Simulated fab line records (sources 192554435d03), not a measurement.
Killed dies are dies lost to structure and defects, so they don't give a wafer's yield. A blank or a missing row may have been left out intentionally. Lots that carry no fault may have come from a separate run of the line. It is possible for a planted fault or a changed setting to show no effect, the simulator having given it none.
Split-lot experiment ; flow n5-finfet ; 21 wafers read across 7 lots, on a route 1938 steps long

## ABOUT THE SPLIT
At N5_BEOL_M7_DEP_56 (deposits SiCN from 3MS/NH3, target thk 10 nm, time 17.5 s), the setting time-s was moved away from the recipe's 17.5 s on 7 of the 21 wafers read, by -14.8% to +11.9%. For the rest of the wafers, this setting stayed at what the recipe calls for.

Reading taken at the split's own step.

## THE READING
SiCN_of_BEOL_M7_DEP_56.thk-nm (the simulator's own value, which no gauge read), in nm, at N5_BEOL_M7_DEP_56 (deposits SiCN from 3MS/NH3, target thk 10 nm, time 17.5 s). The file gives no usual value for it. Average 10.0 nm, standard deviation 0.13 nm, over the 14 wafers here run with the recipe.

wafer;tool, chamber at the split;time-s as run, s;against the recipe;SiCN_of_BEOL_M7_DEP_56.thk-nm, nm;against lot-mates on the recipe
L077.1;pecvd-02, 0;17.5;recipe;10;-
L077.2;pecvd-02, 1;17.5;recipe;9.8;-
L077.6;pecvd-02, 0;14.91;-14.8%;8.6;-1.3
L081.1;pecvd-02, 2;17.5;recipe;10;-
L081.4;pecvd-02, 2,0;17.5;recipe;10.2;-
L081.6;pecvd-02, 2,0;17.5;recipe;10.2;-
L080.1;pecvd-01, 2,1;17.5;recipe;10;-
L080.3;pecvd-01, 2,1;17.5;recipe;10;-
L080.4;pecvd-01, 2;17.5;recipe;10.2;-
L086.1;pecvd-02, 0;17.5;recipe;9.8;-
L086.3;pecvd-02, 2;19.15;+9.4%;10.6;+0.7
L086.5;pecvd-02, 2;17.5;recipe;10;-
L090.2;pecvd-01, 2;17.5;recipe;10;-
L090.3;pecvd-01, 0;16.08;-8.1%;9;-1.0
L090.5;pecvd-01, 0;16.08;-8.1%;9.2;-0.8
L092.2;pecvd-02, 1,0;19.59;+11.9%;11.4;no lot-mate on the recipe
L092.4;pecvd-02, 1,0;19.59;+11.9%;11.4;no lot-mate on the recipe
L092.6;pecvd-02, 1;19.59;+11.9%;11.2;no lot-mate on the recipe
L096.1;pecvd-01, 1,0;17.5;recipe;10;-
L096.2;pecvd-01, 1,0;17.5;recipe;10;-
L096.6;pecvd-01, 1;17.5;recipe;10.2;-
Where a row lists several chambers, the file gives one row for several wafers and doesn't say which wafer went through which chamber.

FIT RESULTS
A straight line over all 21 wafers: SiCN_of_BEOL_M7_DEP_56.thk-nm changes by +0.102 nm for each +1% of time-s; r = +0.97; the points scatter about the line by 0.16 nm.
The same after taking each lot's own level away (the mean of its wafers on the recipe; 18 wafers): +0.0908 nm for each +1%; r = +0.97; scatter 0.11 nm.
The reading moves by 1.3 nm for the largest change in time-s, on that fit.
From 9.90 to 10.13 nm: that is the span of the lots' own levels, equal to 1.8 times the standard deviation above.
So the lot-to-lot level changes the slope: the two fits differ.
Check: for one of the wafers moved furthest among these (-14.8%), held out of the fit, the line's prediction against its lot-mates is -1.44 nm. It came out at -1.3 nm against them.

## OTHER SPLITS ON THESE WAFERS
Note: prior to the reading, these wafers also went through further splits. Each is held against what the fit with the lots' levels taken away leaves over:
other split on the same wafers;wafers away from the commonest value;r with SiCN_of_BEOL_M7_DEP_56.thk-nm (lot level and that fit taken away)
N5_BEOL_M6_ILD_DEP_00 time-s;6;+0.29
N5_BEOL_M6_EXPOSE_08 dose-mj;8;+0.18
N5_BEOL_M7_ILD_DEP_00 time-s;7;+0.12
N5_BEOL_M7_PECVD_70 temp-c;8;-0.05

## THE FILE'S OWN FIT
SiCN_of_BEOL_M7_DEP_56.thk-nm changes by +0.0887 nm for each +1% of time-s, r = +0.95.
